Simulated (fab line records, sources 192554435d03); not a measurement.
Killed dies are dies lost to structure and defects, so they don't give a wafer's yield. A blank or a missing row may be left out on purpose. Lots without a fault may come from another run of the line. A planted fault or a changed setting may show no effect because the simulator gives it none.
fab line records | flow n5_finfet
record lots=5 wafers=15 last_day=15
route steps=1938 shown BEOL_M0_SAQP@650
lots that met no fault: from a run of the same line without faults
start_h: hours from the record's first day to the start of the lot's first wafer shown | wait_h: hours since the lot's step before | " the same as in the row above | L1.1+2: a row that stands for several wafers | - no value, or no start given | * or withheld: withheld | < > ~ a bound
route shown NAME@n: a module of which the file shows steps, and the number in the route of the first | usual: mean/standard deviation of fault-free wafers | same: alike in all rows | chamber/n: place in a boat | sites: the reading at each site | _std_site: their standard deviation | _edge_site: outer sites' mean less inner sites' | radius_mm: how far each site lies from the wafer's centre | mask NAME#n: copy n | behind: the tool/chamber that last shaped the wafer | hold: why the lot was held/for how many hours/how that ended | device: the transistor (n, p or np) that didn't switch | end of line: the same wafers' tests at the end of the route | a step without rows: its recipe alone | killed: dies lost to structure and defects at the first sort, not the wafer's yield | map: a wafer's dies, x killed, . not, _ none there
set.NAME: the setting as run; set.NAME@STEP: as run at that earlier step | model.NAME: the simulator's own value behind a step, which no gauge read
lots at some steps of the route; a table a step, a row a wafer
services: from which hour (start_h, from the record's first day; less than 0 if before it) a tool's chamber was out of use, for how many hours, and why
## steps
# step N5_BEOL_M0_SAQP_OVL_MEAS_15
# recipe points_per_wafer=44
# usual M0_CORE_OVL=0.4/0.75
# columns lot.wafer tool chamber start_h wait_h M0_CORE_OVL[nm]
L079.1 overlay-01 0 138.88 0.0 1.6
L079.2 " 0 " " 0.7
L079.5 " 0 " " 1.1
L082.4 overlay-01 0 154.06 0.0 1.1
L082.5 " 0 " " 0.9
L082.6 " 0 " " -0.3
L083.1 overlay-01 0 162.77 0.0 -0.7
L083.4 " 0 " " 0.0
L083.6 " 0 " " -0.4
L084.2 overlay-01 0 166.63 0.0 -0.2
L084.4 " 0 " " -0.9
L084.5 " 0 " " -0.8
L086.2 overlay-01 0 181.01 0.0 0.8
L086.3 " 0 " " 2.2
L086.6 " 0 " " -0.3
# step N5_BEOL_M0_SAQP_INSPECT_16
# recipe mode=adi inspect_instrument=brightfield
# usual raw_defect_count=495/140
# columns lot.wafer tool chamber start_h wait_h raw_defect_count
L079.1 defect_inspect-02 - 138.90 0.0 864
L079.2 " - " " 442
L079.5 " - " " 686
L082.4 defect_inspect-01 - 154.09 0.0 491
L082.5 " - " " 614
L082.6 " - " " 655
L083.1 defect_inspect-01 - 162.80 0.0 561
L083.4 " - " " 467
L083.6 " - " " 454
L084.2 defect_inspect-01 - 166.66 0.0 532
L084.4 " - " " 620
L084.5 " - " " 370
L086.2 defect_inspect-02 - 181.03 0.0 629
L086.3 " - " " 482
L086.6 " - " " 458
# step N5_BEOL_M0_SAQP_DESCUM_19
# recipe chemistry=O2 time_s=7.9 source_power_w=50 bias_power_w=20 pressure_mtorr=20 rf_frequency_hz=2.712e+07 temp_c=40 resist=CAR-ArF o2_flow_sccm=225
# usual drypump_motor_current_A=5.7/0.38 oes_product_au=0.78/0.096 rf_vpp_V=243.4/1.3 showerhead_plenum_p_Torr=2.10/0.06 throttle_valve_pct=20.42/0.24
# columns lot.wafer tool chamber start_h wait_h drypump_motor_current_A oes_product_au rf_hours_counter_h rf_vpp_V showerhead_plenum_p_Torr throttle_valve_pct
L079.1 rie_diel-01 1 138.94 0.0 6.4 0.90 23 242.6 2.05 20.24
L079.2 " 2 " " 5.6 0.73 172 243.6 2.06 20.00
L079.5 " 3 " " 5.9 0.84 - 245.0 2.22 20.46
L082.4 rie_diel-02 2 154.12 0.0 5.8 0.72 182 243.1 2.17 20.56
L082.5 " 0 " " 5.9 0.68 - 241.3 1.97 20.82
L082.6 " 1 " " 5.2 0.77 - 241.5 2.01 20.11
L083.1 rie_diel-02 0 162.83 0.0 5.9 0.69 226 242.2 1.97 20.81
L083.4 " 3 " " 6.4 0.68 217 244.7 2.08 20.53
L083.6 " 2 " " 5.8 0.72 - 245.0 2.17 20.55
L084.2 rie_diel-06 2 166.75 0.1 5.2 0.72 184 244.3 2.16 20.61
L084.4 " 3 " " 5.5 0.90 28 245.7 2.13 20.13
L084.5 " 2 " " 5.2 0.73 - 245.7 2.16 20.62
L086.2 rie_diel-01 1 181.66 0.6 6.4 0.88 32 243.1 2.05 20.26
L086.3 " 0 " " 5.4 0.80 82 244.1 2.13 20.79
L086.6 " 2 " " 5.6 0.73 - 242.6 2.06 20.03
# step N5_BEOL_M0_SAQP_ETCH_83
# recipe chemistry=CF4 target=SiARC target_depth_a=390 mask_material=CAR-ArF time_s=65 ion_energy_ev=80 pressure_mtorr=40 source_w=545 bias_w=36 Ar_flow_sccm=100 cf4_flow_sccm=100 ends=cleared
# usual drypump_motor_current_A=5.7/0.38 etch_rf_on_time_s=64.5/1.4 oes_product_au=0.67/0.082 rf_vpp_V=184.2/1.1 showerhead_plenum_p_Torr=2.15/0.06 throttle_valve_pct=15.59/0.25
# columns lot.wafer tool chamber start_h wait_h drypump_motor_current_A etch_rf_on_time_s oes_product_au rf_hours_counter_h rf_vpp_V showerhead_plenum_p_Torr throttle_valve_pct
L079.1 rie_diel-01 1 138.97 0.0 6.4 67.2 0.76 23 183.0 2.11 15.40
L079.2 " 2 " " 5.6 64.6 0.63 172 184.1 2.14 15.41
L079.5 " 3 " " 5.9 65.8 0.71 - 185.5 2.25 15.51
L082.4 rie_diel-02 2 154.16 0.0 5.8 65.2 0.63 182 184.6 2.21 15.71
L082.5 " 0 " " 5.9 64.5 0.60 - 184.4 2.03 16.10
L082.6 " 1 " " 5.1 64.1 0.66 - 182.0 2.05 15.31
L083.1 rie_diel-02 0 162.87 0.0 5.9 64.5 0.59 226 183.5 2.03 16.13
L083.4 " 3 " " 6.4 68.4 0.57 217 183.8 2.11 15.71
L083.6 " 2 " " 5.8 65.5 0.62 - 186.0 2.21 15.73
L084.2 rie_diel-06 2 166.79 0.0 5.2 64.3 0.62 184 185.4 2.23 15.88
L084.4 " 3 " " 5.5 62.1 0.78 28 184.4 2.18 15.29
L084.5 " 2 " " 5.2 64.5 0.62 - 185.3 2.23 15.90
L086.2 rie_diel-01 1 181.69 0.0 6.4 65.2 0.76 32 183.7 2.11 15.43
L086.3 " 0 " " 5.3 63.4 0.68 82 184.0 2.17 15.85
L086.6 " 2 " " 5.6 64.2 0.63 - 185.0 2.14 15.43
# step N5_BEOL_M0_SAQP_ETCH_84
# recipe chemistry=N2/H2 target=SOC target_depth_a=1000 overetch_a=200 mask_material=SiARC temp_c=40 time_s=150 ion_energy_ev=200 pressure_mtorr=30 source_w=840 bias_w=150 n2_flow_sccm=200 h2_flow_sccm=200
# usual drypump_motor_current_A=5.7/0.38 h2_flow_sccm=199.9/0.56 oes_product_au=0.69/0.081 rf_vpp_V=524.2/2.2 showerhead_plenum_p_Torr=2.55/0.072 throttle_valve_pct=17.80/0.23
# columns lot.wafer tool chamber start_h wait_h drypump_motor_current_A h2_flow_sccm oes_product_au rf_hours_counter_h rf_vpp_V showerhead_plenum_p_Torr throttle_valve_pct
L079.1 rie_diel-01 1 139.02 0.0 6.5 199.8 0.81 23 522.3 2.49 17.57
L079.2 " 2 " " 5.6 199.8 0.66 172 525.1 2.55 17.79
L079.5 " 3 " " 5.9 199.9 0.75 - 526.9 2.65 17.56
L082.4 rie_diel-02 2 154.21 0.0 5.8 199.0 0.66 182 526.5 2.65 18.03
L082.5 " 0 " " 5.9 199.9 0.62 - 519.6 2.39 18.19
L082.6 " 1 " " 5.2 200.3 0.68 - 519.5 2.45 17.57
L083.1 rie_diel-02 0 162.92 0.0 5.9 200.4 0.61 226 520.3 2.39 18.21
L083.4 " 3 " " 6.4 199.6 0.62 217 524.5 2.50 17.81
L083.6 " 2 " " 5.8 200.6 0.66 - 526.6 2.65 18.03
L084.2 rie_diel-06 2 166.84 0.0 5.2 200.0 0.65 184 525.8 2.65 18.11
L084.4 " 3 " " 5.5 200.3 0.79 28 524.7 2.57 17.48
L084.5 " 2 " " 5.2 200.1 0.65 - 526.0 2.65 18.11
L086.2 rie_diel-01 1 181.74 0.0 6.4 199.6 0.80 32 521.2 2.48 17.59
L086.3 " 0 " " 5.4 199.3 0.71 82 524.9 2.55 17.87
L086.6 " 2 " " 5.6 199.4 0.65 - 524.6 2.54 17.82
# step N5_BEOL_M0_SAQP_STRIP_80
# recipe chemistry=N2/H2 temp_c=40 n2_flow_sccm=200 h2_flow_sccm=200 rf_frequency_hz=6e+07
# columns lot.wafer tool chamber start_h wait_h
L079.1+2+5 rie_diel-01 1,2,3 139.12 0.0
L082.4+5+6 rie_diel-02 2,0,1 154.30 0.0
L083.1+4+6 rie_diel-02 0,3,2 163.01 0.0
L084.2+4+5 rie_diel-06 2,3,2 166.94 0.0
L086.2+3+6 rie_diel-01 1,0,2 181.84 0.0
# step N5_BEOL_M0_SAQP_HM_OPEN_112
# recipe chemistry=CHF3/O2 target=SiO2 stop_on=a-Si target_depth_a=120 over_etch_frac=1.25 mask_material=SOC time_s=13.5 pressure_mtorr=30 source_w=650 bias_w=170 Ar_flow_sccm=200 CHF3_flow_sccm=50 O2_flow_sccm=5 ion_energy_ev=200 ends=end_point
# usual drypump_motor_current_A=5.7/0.38 oes_product_au=0.51/0.059 rf_vpp_V=522/6.5 showerhead_plenum_p_Torr=2.42/0.064 throttle_valve_pct=18.82/0.24
# columns lot.wafer tool chamber start_h wait_h drypump_motor_current_A oes_product_au rf_hours_counter_h rf_vpp_V showerhead_plenum_p_Torr throttle_valve_pct
L079.1 rie_diel-01 1 139.13 0.0 6.5 0.58 23 531 2.38 18.68
L079.2 " 2 " " 5.6 0.48 172 520 2.41 18.63
L079.5 " 3 " " 5.9 0.55 - 519 2.52 18.71
L082.4 rie_diel-02 2 154.31 0.0 5.8 0.48 182 517 2.48 18.84
L082.5 " 0 " " 5.9 0.46 - 527 2.30 19.40
L082.6 " 1 " " 5.2 0.50 - 510 2.31 18.48
L083.1 rie_diel-02 0 163.02 0.0 5.9 0.45 226 526 2.30 19.42
L083.4 " 3 " " 6.4 0.45 217 511 2.38 18.90
L083.6 " 2 " " 5.8 0.47 - 517 2.47 18.87
L084.2 rie_diel-06 2 166.95 0.0 5.2 0.46 184 525 2.51 19.13
L084.4 " 3 " " 5.5 0.58 28 522 2.46 18.58
L084.5 " 2 " " 5.2 0.47 - 528 2.51 19.12
L086.2 rie_diel-01 1 181.85 0.0 6.4 0.58 32 530 2.37 18.72
L086.3 " 0 " " 5.4 0.52 82 527 2.44 19.07
L086.6 " 2 " " 5.6 0.48 - 519 2.41 18.65
# step N5_BEOL_M0_SAQP_STRIP_113
# recipe chemistry=CHF3/O2 resist=SiARC rf_frequency_hz=6e+07
# columns lot.wafer tool chamber start_h wait_h
L079.1+2+5 rie_diel-01 1,2,3 139.18 0.0
L082.4+5+6 rie_diel-02 2,0,1 154.37 0.0
L083.1+4+6 rie_diel-02 0,3,2 163.07 0.0
L084.2+4+5 rie_diel-06 2,3,2 167.00 0.0
L086.2+3+6 rie_diel-01 1,0,2 181.90 0.0
# step N5_BEOL_M0_SAQP_MANDREL_ETCH_20
# recipe target_depth_a=600 chemistry=HBr/Cl2 target=a-Si stop_on=SiNx bt_time_s=10 mask_material=SOC over_etch_frac=0.5 time_s=30 pressure_mtorr=10 icp_w=800 bias_w=75 HBr_flow_sccm=150 Cl2_flow_sccm=80 ends=end_point
# usual drypump_motor_current_A=5.5/0.36 oes_product_au=0.776/0.014 throttle_valve_pct=35.46/0.29
# columns lot.wafer tool chamber start_h wait_h drypump_motor_current_A oes_product_au rf_hours_counter_h throttle_valve_pct
L079.1 rie_si-04 3 139.21 0.0 5.4 0.778 134 35.65
L079.2 " 1 " " 5.8 0.783 58 35.40
L079.5 " 2 " " 5.4 0.787 - 35.60
L082.4 rie_si-06 2 154.40 0.0 5.3 0.774 88 35.31
L082.5 " 2 " " 5.3 0.770 - 35.32
L082.6 " 1 " " 5.5 0.771 - 35.57
L083.1 rie_si-04 1 163.11 0.0 5.7 0.801 58 35.36
L083.4 " 3 " " 5.4 0.785 - 35.63
L083.6 " 2 " " 5.4 0.801 - 35.54
L084.2 rie_si-06 3 167.03 0.0 6.3 0.755 113 35.12
L084.4 " 0 " " 5.2 0.771 90 36.09
L084.5 " 1 " " 5.5 0.772 - 35.57
L086.2 rie_si-01 2 181.94 0.0 5.9 0.762 50 35.28
L086.3 " 3 " " 5.7 0.766 114 34.97
L086.6 " 1 " " 5.5 0.783 - 35.33
# step N5_BEOL_M0_SAQP_STRIP_86
# recipe chemistry=N2/H2 power_w=500 temp_c=40 pressure_mtorr=50 rf_frequency_hz=6e+07 overash_fraction=0.3 bias_power_w=28 h2_frac=0.5 n2_flow_sccm=300 h2_flow_sccm=300
# usual drypump_motor_current_A=5.7/0.4 h2_flow_sccm=300.0/0.93 oes_product_au=0.77/0.09 rf_vpp_V=121.8/1.4 showerhead_plenum_p_Torr=3.36/0.097 throttle_valve_pct=18.95/0.25
# columns lot.wafer tool chamber start_h wait_h drypump_motor_current_A h2_flow_sccm oes_product_au rf_hours_counter_h rf_vpp_V showerhead_plenum_p_Torr throttle_valve_pct
L079.1 rie_diel-01 1 139.31 0.1 6.4 300.2 0.90 23 119.2 3.29 18.66
L079.2 " 2 " " 5.6 299.5 0.73 172 121.5 3.36 19.27
L079.5 " 1 " " 6.4 300.4 0.91 - 123.1 3.29 18.64
L082.4 rie_diel-01 3 154.50 0.1 5.9 299.8 0.82 97 124.7 3.49 18.61
L082.5 " 0 " " 5.4 300.2 0.80 - 119.9 3.37 18.79
L082.6 " 3 " " 5.9 298.5 0.83 - 122.8 3.49 18.61
L083.1 rie_diel-02 1 163.20 0.1 5.2 298.2 0.76 154 120.7 3.24 18.74
L083.4 " 2 " " 5.8 299.8 0.72 184 123.6 3.49 19.19
L083.6 " 3 " " 6.4 301.1 0.67 - 124.8 3.30 18.87
L084.2 rie_diel-06 1 167.27 0.2 5.5 301.6 0.67 235 123.5 3.33 18.97
L084.4 " 0 " " 6.0 299.7 0.70 247 120.4 3.29 19.48
L084.5 " 0 " " 5.9 300.3 0.71 - 120.2 3.29 19.50
L086.2 rie_diel-02 2 182.09 0.1 5.8 300.3 0.71 192 121.4 3.49 19.20
L086.3 " 0 " " 6.0 299.0 0.68 234 123.3 3.17 19.17
L086.6 " 0 " " 5.9 299.0 0.67 - 121.8 3.17 19.14
# step N5_BEOL_M0_SAQP_STRIP_115
# recipe chemistry=post_etch_residue_remover time_s=60 temp_c=25 remover_ph=withheld remover_water_wt_pct=withheld remover_fluoride_wt_pct=withheld
# columns lot.wafer tool chamber start_h wait_h
L079.1+2+5 wet_bench-02 4,6,1 139.38 -
L082.4+5+6 wet_bench-03 7,6,1 154.56 -
L083.1+4+6 wet_bench-01 1,0,3 163.27 -
L084.2+4+5 wet_bench-02 7,5,6 167.34 -
L086.2+3+6 wet_bench-01 2,5,3 182.15 -
# step N5_BEOL_M0_SAQP_SRD_93
# recipe dry=ipa_marangoni time_s=30 temp_c=23 rinse_liquid=diw
# columns lot.wafer tool chamber start_h wait_h
L079.1+2+5 wet_bench-02 4,6,1 139.40 0.0
L082.4+5+6 wet_bench-03 7,6,1 154.58 0.0
L083.1+4+6 wet_bench-01 1,0,3 163.29 0.0
L084.2+4+5 wet_bench-02 7,5,6 167.36 0.0
L086.2+3+6 wet_bench-01 2,5,3 182.17 0.0
# step N5_BEOL_M0_SAQP_RECESS_114
# recipe chemistry=HF/NH3 target=SiO2 target_depth_a=144 afs_cycles=3 temp_c=30 sublimation_temp_c=180 sublimation_time_s=60
# usual drypump_motor_current_A=6.0/0.33
# columns lot.wafer tool chamber start_h wait_h drypump_motor_current_A
L079.1 vapor_etch-01 1 139.44 0.0 6.0
L079.2 " 0 " " 5.7
L079.5 " 1 " " 6.0
L082.4 vapor_etch-02 1 154.75 0.1 5.7
L082.5 " 0 " " 6.4
L082.6 " 1 " " 5.7
L083.1 vapor_etch-02 0 163.34 0.0 6.4
L083.4 " 1 " " 5.6
L083.6 " 0 " " 6.4
L084.2 vapor_etch-01 0 167.41 0.0 5.8
L084.4 " 0 " " 5.7
L084.5 " 1 " " 6.0
L086.2 vapor_etch-01 0 182.22 0.0 5.8
L086.3 " 1 " " 6.0
L086.6 " 0 " " 5.8
# step N5_BEOL_M0_SAQP_SPACER1_ALD_98
# recipe material=SiO2 target_thk_a=128 temp_c=300 ald_precursor_family=BDEAS ald_co_reactant=O2-plasma pulse_time_s=1 purge_time_s=2 co_reactant_purge_time_s=2 ald_cycles=138 pressure_torr=2
# usual chamber_pressure_Torr=2.000/0.0043 heater_power_w=487/50 precursor_pulse_height_rel=1.002/0.02
# same co_reactant_purge_time_s=2 pulse_time_s=1
# columns lot.wafer tool chamber start_h wait_h chamber_pressure_Torr heater_power_w precursor_pulse_height_rel
L079.1 ald_sin-03 2 140.99 1.4 2.004 533 0.995
L079.2 " 3 " " 2.000 472 0.966
L079.5 " 1 " " 2.000 538 1.007
L082.4 ald_sin-01 2 155.25 0.4 2.009 569 1.011
L082.5 " 1 " " 2.001 442 0.978
L082.6 " 3 " " 2.000 466 0.989
L083.1 ald_sin-03 1 163.73 0.3 1.999 565 0.978
L083.4 " 0 " " 2.002 419 1.014
L083.6 " 1 " " 1.996 565 0.996
L084.2 ald_sin-03 2 168.58 1.1 2.004 527 1.003
L084.4 " 0 " " 2.010 430 0.996
L084.5 " 2 " " 2.002 531 0.983
L086.2 ald_sin-02 1 182.95 0.6 2.009 405 1.012
L086.3 " 3 " " 1.994 521 0.992
L086.6 " 1 " " 2.001 412 0.983
# step N5_BEOL_M0_SAQP_SPACER1_ETCHBACK_99
# recipe chemistry=CHF3/O2 mode=anisotropic_etchback target=SiO2 target_depth_a=154 time_s=7.7 pressure_mtorr=30 source_w=650 bias_w=170 Ar_flow_sccm=200 CHF3_flow_sccm=50 O2_flow_sccm=5 ion_energy_ev=200
# usual drypump_motor_current_A=5.8/0.44 oes_product_au=0.75/0.082 rf_vpp_V=518/7.7 showerhead_plenum_p_Torr=2.40/0.07 throttle_valve_pct=18.90/0.26
# columns lot.wafer tool chamber start_h wait_h drypump_motor_current_A oes_product_au rf_hours_counter_h rf_vpp_V showerhead_plenum_p_Torr throttle_valve_pct
L079.1 rie_diel-01 1 141.47 0.3 6.4 0.90 24 530 2.38 18.77
L079.2 " 0 " " 5.4 0.81 75 527 2.44 19.13
L079.5 " 1 " " 6.4 0.90 - 530 2.38 18.78
L082.4 rie_diel-01 1 155.50 0.0 6.4 0.90 28 531 2.37 18.77
L082.5 " 2 " " 5.6 0.73 - 521 2.41 18.69
L082.6 " 3 " " 5.9 0.83 - 521 2.52 18.77
L083.1 rie_diel-02 0 164.20 0.3 5.9 0.70 227 526 2.30 19.48
L083.4 " 3 " " 6.4 0.67 217 509 2.38 18.95
L083.6 " 3 " " 6.4 0.67 - 510 2.38 18.93
L084.2 rie_diel-02 0 169.06 0.3 5.9 0.69 229 525 2.30 19.47
L084.4 " 1 " " 5.2 0.76 156 508 2.31 18.55
L084.5 " 1 " " 5.2 0.76 - 510 2.31 18.56
L086.2 rie_diel-02 1 183.47 0.3 5.2 0.76 162 509 2.31 18.56
L086.3 " 3 " " 6.4 0.66 225 510 2.38 18.97
L086.6 " 2 " " 5.8 0.71 - 518 2.47 18.94
# step N5_BEOL_M0_SAQP_MANDREL1_REMOVE_100
# recipe chemistry=HBr/Cl2/O2 bt_time_s=10 target=a-Si stop_on=SiNx endpoint=OES-SiCl over_etch_frac=0.85 icp_w=600 bias_w=30 HBr_flow_sccm=150 Cl2_flow_sccm=80 O2_flow_sccm=5 pressure_mtorr=10
# usual drypump_motor_current_A=5.6/0.36 oes_product_au=0.998/0.019 throttle_valve_pct=36.7/0.31
# columns lot.wafer tool chamber start_h wait_h drypump_motor_current_A oes_product_au rf_hours_counter_h throttle_valve_pct
L079.1 rie_si-04 3 141.56 0.1 5.4 1.007 134 36.9
L079.2 " 0 " " 5.0 0.986 18 36.5
L079.5 " 2 " " 5.4 1.019 - 36.8
L082.4 rie_si-04 0 155.59 0.1 5.0 0.969 19 36.6
L082.5 " 1 " " 5.7 1.029 - 36.6
L082.6 " 2 " " 5.4 1.024 - 36.8
L083.1 rie_si-01 3 164.29 0.1 5.7 0.988 114 36.2
L083.4 " 0 " " 6.2 0.955 27 37.1
L083.6 " 1 " " 5.5 0.998 - 36.6
L084.2 rie_si-04 1 169.14 0.1 5.7 1.040 58 36.6
L084.4 " 3 " " 5.4 1.013 - 36.9
L084.5 " 1 " " 5.8 1.033 - 36.6
L086.2 rie_si-01 0 183.56 0.1 6.2 0.966 28 37.0
L086.3 " 1 " " 5.4 1.002 61 36.6
L086.6 " 2 " " 5.9 1.004 - 36.5
# step N5_BEOL_M0_SAQP_CD_MEAS_25
# recipe target_cd_nm=13.1 landing_energy_ev=1000 detector=se_inlens
# usual cd_nm=12.77/0.23
# columns lot.wafer tool chamber start_h wait_h cd_nm
L079.1 cd_sem-01 0 141.67 0.1 12.91
L079.2 " 0 " " 12.91
L079.5 " 0 " " 12.34
L082.4 cd_sem-01 0 155.70 0.1 12.97
L082.5 " 0 " " 12.97
L082.6 " 0 " " 12.77
L083.1 cd_sem-03 0 164.40 0.1 12.88
L083.4 " 0 " " 12.66
L083.6 " 0 " " 12.79
L084.2 cd_sem-01 0 169.25 0.1 13.20
L084.4 " 0 " " 13.04
L084.5 " 0 " " 12.50
L086.2 cd_sem-02 0 183.67 0.1 12.84
L086.3 " 0 " " 12.85
L086.6 " 0 " " 12.94
# step N5_BEOL_M0_SAQP_ETCH_101
# recipe chemistry=CH3F/O2 target=SiNx mask_material=SiO2 target_depth_a=299 time_s=42.7 pressure_mtorr=30 source_w=395 bias_w=73 Ar_flow_sccm=150 CH3F_flow_sccm=30 O2_flow_sccm=20 ion_energy_ev=120
# usual drypump_motor_current_A=5.7/0.42 oes_product_au=0.76/0.08 rf_vpp_V=295/4 showerhead_plenum_p_Torr=2.00/0.06 throttle_valve_pct=16.38/0.24
# columns lot.wafer tool chamber start_h wait_h drypump_motor_current_A oes_product_au rf_hours_counter_h rf_vpp_V showerhead_plenum_p_Torr throttle_valve_pct
L079.1 rie_diel-01 2 141.71 0.0 5.6 0.74 172 295 2.00 16.18
L079.2 " 3 " " 5.9 0.84 93 295 2.10 16.22
L079.5 " 0 " " 5.4 0.81 - 300 2.03 16.58
L082.4 rie_diel-01 3 155.78 0.1 5.9 0.82 98 294 2.10 16.24
L082.5 " 1 " " 6.5 0.88 - 300 1.97 16.20
L082.6 " 0 " " 5.4 0.80 - 301 2.03 16.59
L083.1 rie_diel-01 3 164.44 0.0 5.9 0.82 100 296 2.10 16.24
L083.4 " 2 " " 5.6 0.73 179 295 2.00 16.15
L083.6 " 0 " " 5.4 0.81 - 299 2.02 16.60
L084.2 rie_diel-06 3 169.29 0.0 5.5 0.90 29 297 2.04 16.07
L084.4 " 2 " " 5.2 0.72 185 299 2.08 16.67
L084.5 " 3 " " 5.5 0.90 - 296 2.04 16.08
L086.2 rie_diel-01 1 183.82 0.1 6.4 0.89 33 300 1.97 16.21
L086.3 " 2 " " 5.5 0.72 180 294 2.00 16.19
L086.6 " 3 " " 5.9 0.83 - 294 2.10 16.24
# step N5_BEOL_M0_SAQP_ETCH_102
# recipe chemistry=CF4 target=SiO2 target_depth_a=40 ion_energy_ev=350 time_s=4.4 pressure_mtorr=10 icp_w=800 bias_w=400 cf4_flow_sccm=80
# usual drypump_motor_current_A=5.6/0.33 oes_product_au=0.997/0.023 throttle_valve_pct=21.76/0.25
# columns lot.wafer tool chamber start_h wait_h drypump_motor_current_A oes_product_au rf_hours_counter_h throttle_valve_pct
L079.1 rie_si-01 0 141.81 0.1 6.1 0.977 27 22.22
L079.2 " 2 " " 5.8 0.986 49 21.64
L079.5 " 2 " " 5.8 0.986 - 21.64
L082.4 rie_si-01 0 155.88 0.1 6.2 0.975 27 22.21
L082.5 " 1 " " 5.4 1.013 - 21.60
L082.6 " 0 " " 6.2 0.976 - 22.25
L083.1 rie_si-01 0 164.55 0.1 6.1 0.971 27 22.23
L083.4 " 2 " " 5.9 0.987 50 21.64
L083.6 " 3 " " 5.7 0.994 - 21.61
L084.2 rie_si-01 1 169.40 0.1 5.5 1.011 61 21.60
L084.4 " 2 " " 5.8 0.982 50 21.66
L084.5 " 2 " " 5.9 0.986 - 21.65
L086.2 rie_si-01 2 183.92 0.1 5.9 0.997 50 21.66
L086.3 " 0 " " 6.2 0.975 28 22.22
L086.6 " 1 " " 5.5 1.002 - 21.60
# step N5_BEOL_M0_SAQP_MANDREL_ETCH_103
# recipe chemistry=HBr/Cl2 target=a-Si target_depth_a=450 bt_time_s=10 stop_on=SiCN mask_material=SiO2 over_etch_frac=0.8 time_s=27 pressure_mtorr=10 icp_w=800 bias_w=75 HBr_flow_sccm=150 Cl2_flow_sccm=80 ends=end_point
# usual drypump_motor_current_A=5.6/0.34 oes_product_au=0.682/0.013 throttle_valve_pct=35.43/0.27
# columns lot.wafer tool chamber start_h wait_h drypump_motor_current_A oes_product_au rf_hours_counter_h throttle_valve_pct
L079.1 rie_si-01 0 141.85 0.0 6.2 0.664 27 35.78
L079.2 " 2 " " 5.9 0.670 49 35.30
L079.5 " 2 " " 5.9 0.673 - 35.25
L082.4 rie_si-01 0 155.92 0.0 6.1 0.682 27 35.77
L082.5 " 1 " " 5.5 0.680 - 35.33
L082.6 " 0 " " 6.2 0.655 - 35.76
L083.1 rie_si-01 0 164.58 0.0 6.1 0.667 27 35.78
L083.4 " 2 " " 5.9 0.678 50 35.25
L083.6 " 3 " " 5.7 0.686 - 34.94
L084.2 rie_si-01 1 169.43 0.0 5.5 0.684 61 35.34
L084.4 " 2 " " 5.9 0.677 50 35.25
L084.5 " 2 " " 5.8 0.676 - 35.26
L086.2 rie_si-01 2 183.95 0.0 5.8 0.674 50 35.27
L086.3 " 0 " " 6.2 0.666 28 35.77
L086.6 " 1 " " 5.5 0.689 - 35.33
# step N5_BEOL_M0_SAQP_RECESS_104
# recipe chemistry=HF/NH3 target=SiO2 target_depth_a=180 afs_cycles=3 temp_c=30 sublimation_temp_c=180 sublimation_time_s=60
# usual drypump_motor_current_A=5.92/0.23
# columns lot.wafer tool chamber start_h wait_h drypump_motor_current_A
L079.1 vapor_etch-01 0 141.93 0.1 5.75
L079.2 " 1 " " 5.99
L079.5 " 1 " " 5.97
L082.4 vapor_etch-01 0 156.12 0.2 5.79
L082.5 " 1 " " 5.97
L082.6 " 0 " " 5.80
L083.1 vapor_etch-01 0 164.67 0.1 5.79
L083.4 " 1 " " 5.97
L083.6 " 0 " " 5.78
L084.2 vapor_etch-02 0 169.51 0.1 6.38
L084.4 " 1 " " 5.65
L084.5 " 0 " " 6.38
L086.2 vapor_etch-01 0 184.03 0.1 5.75
L086.3 " 1 " " 5.96
L086.6 " 0 " " 5.77
# step N5_BEOL_M0_SAQP_COAT_105
# recipe resist=SOC temp_c=250 time_s=60 spin_rpm=1500 resist_thk_nm=100
# columns lot.wafer tool chamber start_h wait_h
L079.1+2+5 litho_track-03 0 142.31 0.3
L082.4+5+6 litho_track-03 0 156.40 0.2
L083.1+4+6 litho_track-03 0 165.05 0.3
L084.2+4+5 litho_track-05 0 169.90 0.3
L086.2+3+6 litho_track-05 0 184.42 0.3
# step N5_BEOL_M0_SAQP_ETCH_106
# recipe chemistry=N2/H2 target=SOC target_depth_a=1500 stop_on=SiNx ion_energy_ev=100 bias_w=61 pressure_mtorr=30 source_w=850 n2_flow_sccm=200 h2_flow_sccm=200
# usual drypump_motor_current_A=5.7/0.4 h2_flow_sccm=200.0/0.68 oes_product_au=0.78/0.089 rf_vpp_V=240.7/1.3 showerhead_plenum_p_Torr=2.54/0.075 throttle_valve_pct=17.77/0.23
# columns lot.wafer tool chamber start_h wait_h drypump_motor_current_A h2_flow_sccm oes_product_au rf_hours_counter_h rf_vpp_V showerhead_plenum_p_Torr throttle_valve_pct
L079.1 rie_diel-01 0 142.37 - 5.4 199.7 0.80 75 240.6 2.56 17.87
L079.2 " 2 " " 5.6 200.7 0.73 172 241.0 2.55 17.80
L079.5 " 1 " " 6.5 199.3 0.89 - 241.0 2.48 17.56
L082.4 rie_diel-02 1 156.45 - 5.2 200.9 0.76 152 239.9 2.45 17.59
L082.5 " 0 " " 5.9 200.1 0.70 - 237.6 2.39 18.19
L082.6 " 1 " " 5.2 200.7 0.76 - 238.9 2.45 17.57
L083.1 rie_diel-06 1 165.12 - 5.4 201.3 0.67 234 240.0 2.52 17.87
L083.4 " 3 " " 5.5 200.1 0.88 - 241.0 2.57 17.46
L083.6 " 0 " " 5.9 199.6 0.69 - 241.6 2.49 17.96
L084.2 rie_diel-02 2 169.96 - 5.8 199.4 0.71 186 242.0 2.65 18.02
L084.4 " 1 " " 5.2 199.8 0.75 156 239.6 2.45 17.57
L084.5 " 0 " " 5.9 199.4 0.69 - 238.7 2.39 18.20
L086.2 rie_diel-01 1 184.61 - 6.4 200.2 0.88 33 238.6 2.48 17.58
L086.3 " 0 " " 5.4 200.8 0.80 83 240.1 2.55 17.88
L086.6 " 3 " " 5.9 200.3 0.82 - 242.3 2.65 17.58
## services
# columns tool chamber start_h hours kind
rie_si-01 0 120.85 14.7 repair
litho_track-05 - 121.52 - consumable_replace:filter
vapor_etch-02 1 124.84 0.8 repair
ald_sin-03 - 130.20 1.2 repair
vapor_etch-02 0 141.99 2.5 repair
ald_sin-01 0 144.35 15.5 repair
rie_si-04 0 157.49 14.8 repair
ald_sin-02 3 158.10 10.5 repair
rie_diel-06 2 162.47 4.1 repair
rie_si-06 - 164.10 0.5 repair
rie_diel-01 - 165.45 15.6 pm
ald_sin-03 1 166.43 8.9 repair
ald_sin-02 2 171.21 14.8 repair
rie_diel-06 0 175.79 - clean
rie_diel-06 0 175.79 - consumable_replace:focus_ring
rie_diel-06 0 175.79 25.3 scheduled_down
rie_diel-06 0 175.79 25.3 vent_cycle
## key
fault none
